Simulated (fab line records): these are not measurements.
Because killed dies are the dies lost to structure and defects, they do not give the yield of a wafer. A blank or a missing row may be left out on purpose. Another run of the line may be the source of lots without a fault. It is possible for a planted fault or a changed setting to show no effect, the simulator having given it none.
Which of the tools did it? -- flow n5Finfet -- 14 lots with 40 wafers sampled at 4 steps, on a route of 1938 steps

WHAT THE GAUGES SHOWED, per wafer
The record holds no reading of a measuring or inspecting step that can be judged against a usual standard deviation.

WHICH TOOL RAN EACH LOT (tool, then ch and the chambers of the sampled wafers, then the start)
lot,N5_BEOL_M9_CVD_78,N5_PASSIVATION_DEGAS_18,N5_PASSIVATION_PRE_CLEAN_19,N5_PASSIVATION_PROBE_49
L452,"cvdCo-02 ch 1,2, day 10 11:29","pvdSputter-02, day 12 22:17","pvdSputter-02, day 12 22:19","prober-02, day 13 04:04"
L454,"cvdCo-02 ch 0,1,2, day 10 12:06","pvdSputter-02, day 12 22:52","pvdSputter-02, day 12 22:54",-
L453,"cvdCo-01 ch 0,1,2, day 11 04:14","pvdSputter-01, day 12 23:11","pvdSputter-01, day 12 23:13",-
L455,"cvdCo-02 ch 0,1,2, day 11 04:17","pvdSputter-01, day 13 03:31","pvdSputter-01, day 13 03:34",-
L456,"cvdCo-02 ch 0,1,2, day 11 04:24","pvdSputter-02, day 13 13:06","pvdSputter-02, day 13 13:08",-
L458,"cvdCo-01 ch 0,2, day 11 11:23","pvdSputter-02, day 13 20:56","pvdSputter-02, day 13 20:59","prober-02, day 14 02:37"
L460,"cvdCo-01 ch 0,1,2, day 11 19:08","pvdSputter-01, day 14 04:59","pvdSputter-01, day 14 05:01",-
L462,"cvdCo-02 ch 0,1,2, day 12 10:13","pvdSputter-02, day 14 15:24","pvdSputter-02, day 14 15:26","prober-02, day 14 21:34"
L464,"cvdCo-02 ch 1,2, day 13 13:14","pvdSputter-03, day 15 12:16","pvdSputter-03, day 15 12:19","prober-02, day 15 19:11"
L468,"cvdCo-01 ch 0,2, day 13 22:17","pvdSputter-03, day 16 12:41","pvdSputter-03, day 16 12:44","prober-01, day 16 19:11"
L469,"cvdCo-01 ch 0,2, day 14 02:13","pvdSputter-01, day 16 16:56","pvdSputter-01, day 16 16:58","prober-02, day 17 01:42"
L473,"cvdCo-01 ch 0, day 15 04:26","pvdSputter-02, day 17 09:38","pvdSputter-02, day 17 09:41","prober-01, day 17 16:27"
L474,"cvdCo-01 ch 0,2, day 15 11:46","pvdSputter-01, day 17 12:51","pvdSputter-01, day 17 12:53",-
L475,"cvdCo-01 ch 0,1,2, day 16 00:18","pvdSputter-03, day 18 00:20","pvdSputter-03, day 18 00:23","prober-02, day 18 06:05"
- N5_BEOL_M9_CVD_78: deposits Co from CCTBA/H2, target thk 2 nm, time 138.9 s.
- N5_PASSIVATION_DEGAS_18: time 60 s.
- N5_PASSIVATION_PRE_CLEAN_19
- N5_PASSIVATION_PROBE_49

AS READ BY THE TOOLS THEMSELVES (means over the sampled wafers that have a number; for cases with no such wafer, the mark the record gives instead)
N5_PASSIVATION_DEGAS_18.
lot,tool,heaterPowerW (W),susceptorTempC (C)
L452,pvdSputter-02,424,300.06
L454,pvdSputter-02,435,299.90
L453,pvdSputter-01,400,300.04
L455,pvdSputter-01,437,300.07
L456,pvdSputter-02,441,299.81
L458,pvdSputter-02,465,299.96
L460,pvdSputter-01,434,300.01
L462,pvdSputter-02,465,300.21
L464,pvdSputter-03,505,300.29
L468,pvdSputter-03,542,299.86
L469,pvdSputter-01,485,300.10
L473,pvdSputter-02,458,300.00
L474,pvdSputter-01,394,300.03
L475,pvdSputter-03,497,300.07

N5_PASSIVATION_PRE_CLEAN_19.
lot,tool,heaterPowerW (W)
L452,pvdSputter-02,426
L454,pvdSputter-02,441
L453,pvdSputter-01,400
L455,pvdSputter-01,444
L456,pvdSputter-02,439
L458,pvdSputter-02,460
L460,pvdSputter-01,441
L462,pvdSputter-02,468
L464,pvdSputter-03,500
L468,pvdSputter-03,544
L469,pvdSputter-01,488
L473,pvdSputter-02,458
L474,pvdSputter-01,395
L475,pvdSputter-03,499

N5_PASSIVATION_PROBE_49.
lot,tool,defectLimitedYield (%),killed_at_M0_to_M3,killed_at_M4_up,killedAtContacts,killedAtFrontEnd,killedAtOther,killedDies,killedOpen,killedShort,sort_bin_5_function (%),sort_bin_6_memory (%),sort_bin_8_speed (%),sortNPass
L452,prober-02,90.9,32,17,15,42,1.5,107,74,30,5.7,2.9,0.00,1073
L458,prober-02,88.7,47,15,15,55,1.7,134,97,35,7.1,4.0,0.00,1046
L462,prober-02,85.3,25,109,11,27,1.0,173,57,25,9.6,3.5,0.00,1007
L464,prober-02,84.7,29,105,8,37,2.0,180,56,29,9.8,4.1,0.00,1000
L468,prober-01,89.1,52,15,20,42,0.5,129,87,41,6.8,3.7,0.00,1051
L469,prober-02,92.7,22,14,13,33,4.0,86,61,23,4.1,2.9,0.00,1094
L473,prober-01,91.5,39,14,18,29,1.3,101,66,33,5.0,3.2,0.00,1079
L475,prober-02,91.7,33,8,11,40,6.3,99,59,39,4.8,3.2,0.00,1081

THE ANSWER, worked out from the rows above alone
Rule: what is usual is taken from the lots themselves. The widest of any qualifying gaps counts: lots, ordered by their means at a reading, are off when they make up no more than a third of the lots, leave a main group of 4 or more, and stand apart from it by 3 or more times the standard deviation of that group's means. A main group whose means are all the same, to the digits that the tables above print for the reading, isn't used. Also off: a lot with no number at a reading for which 4 or more lots have one. Where the step has rows for the other lots, those lots are counted as sound. Order of review: gauges by route order, followed by the tools' own readings, for which a lot's mean as printed above is used. At the first step where some lot is off, the reading lying furthest off is the one used; lots without a number count as furthest.
Off at N5_PASSIVATION_PROBE_49 (killed_at_M4_up): L462, L464. The main group: mean 14, standard deviation 2.8. Neither off nor sound, because the step has no rows for them: L454, L453, L455, L456, L460, L474.
A tool fits if, at that step or a process step before it, it ran every lot that is off, and no sound lot after the first of them. One fits: N5_BEOL_M9_CVD_78 on cvdCo-02. Its last sound lot is L452 (day 10 11:29), its first lot that is off L462 (day 12 10:13): a fault that began between those two fits.

WHAT THE SIMULATOR HAD PUT IN
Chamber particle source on cvdCo-02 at N5_BEOL_M9_CVD_78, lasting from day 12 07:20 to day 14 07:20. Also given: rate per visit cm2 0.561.
Lots struck among those shown: L462, L464. The rule above found the same.
